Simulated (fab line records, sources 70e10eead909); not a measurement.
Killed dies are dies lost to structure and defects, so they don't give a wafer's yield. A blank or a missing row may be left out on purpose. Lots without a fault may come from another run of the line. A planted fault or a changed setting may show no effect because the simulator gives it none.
Which tool did it? | flow nand_harc | 6 lots, 16 wafers sampled, at 3 steps of a route of 1159

WHAT THE GAUGES READ, wafer by wafer
NHARC_THIN_TSV_INSPECT_40.
lot  | measured     | on                | raw_defect_count
L375 | day 19 18:13 | defect_inspect-01 | 389 406 350
L380 | day 20 05:23 | defect_inspect-01 | 498 401 472
L381 | day 20 13:28 | defect_inspect-01 | 394 432 438
L387 | day 22 05:17 | defect_inspect-02 | 414
L393 | day 23 11:35 | defect_inspect-02 | 457 474 441
L397 | day 24 21:40 | defect_inspect-02 | 443 434 522

WHICH TOOL RAN EACH LOT (tool, then ch and the chambers of the sampled wafers, then the start)
lot  | NHARC_A_BONDPAD_DESCUM_11          | NHARC_THIN_TSV_ETCH_59
L375 | rie_diel-03 ch 0,1,2, day 18 13:48 | rie_metal-01 ch 0,1, day 19 14:36
L380 | rie_diel-03 ch 1,3, day 19 01:19   | rie_metal-01 ch 0,1, day 20 00:04
L381 | rie_diel-03 ch 0,2,3, day 19 08:50 | rie_metal-03 ch 0,1, day 20 09:02
L387 | rie_diel-09 ch 2, day 21 02:35     | rie_metal-03 ch 0, day 22 00:42
L393 | rie_diel-09 ch 1,2, day 22 06:54   | rie_metal-01 ch 0,1, day 23 08:30
L397 | rie_diel-09 ch 0,1,3, day 23 09:34 | rie_metal-01 ch 0,1, day 24 16:50
- NHARC_A_BONDPAD_DESCUM_11: chemistry O2, time 3 s.
- NHARC_THIN_TSV_ETCH_59: etches the open film in Cl2/BCl3, target depth 880 nm, time 138.1 s.

THE ANSWER, worked out from the rows above alone
Rule: what is usual is taken from the lots themselves. Put in order of their means at a reading, lots are off if they are a third of the lots or fewer, leave a main group of 4 or more, and stand apart from it by a gap of 3 or more times the standard deviation of the main group's means; of several such gaps the widest counts. A main group whose means are all the same, to the digits that the tables above print for the reading, isn't used. A lot without any number at a reading at which 4 lots or more have one is off too. The other lots that the step has rows for count as sound.
No lot is off at any reading shown: from this, nothing can be told.

WHAT THE SIMULATOR HAD PUT IN
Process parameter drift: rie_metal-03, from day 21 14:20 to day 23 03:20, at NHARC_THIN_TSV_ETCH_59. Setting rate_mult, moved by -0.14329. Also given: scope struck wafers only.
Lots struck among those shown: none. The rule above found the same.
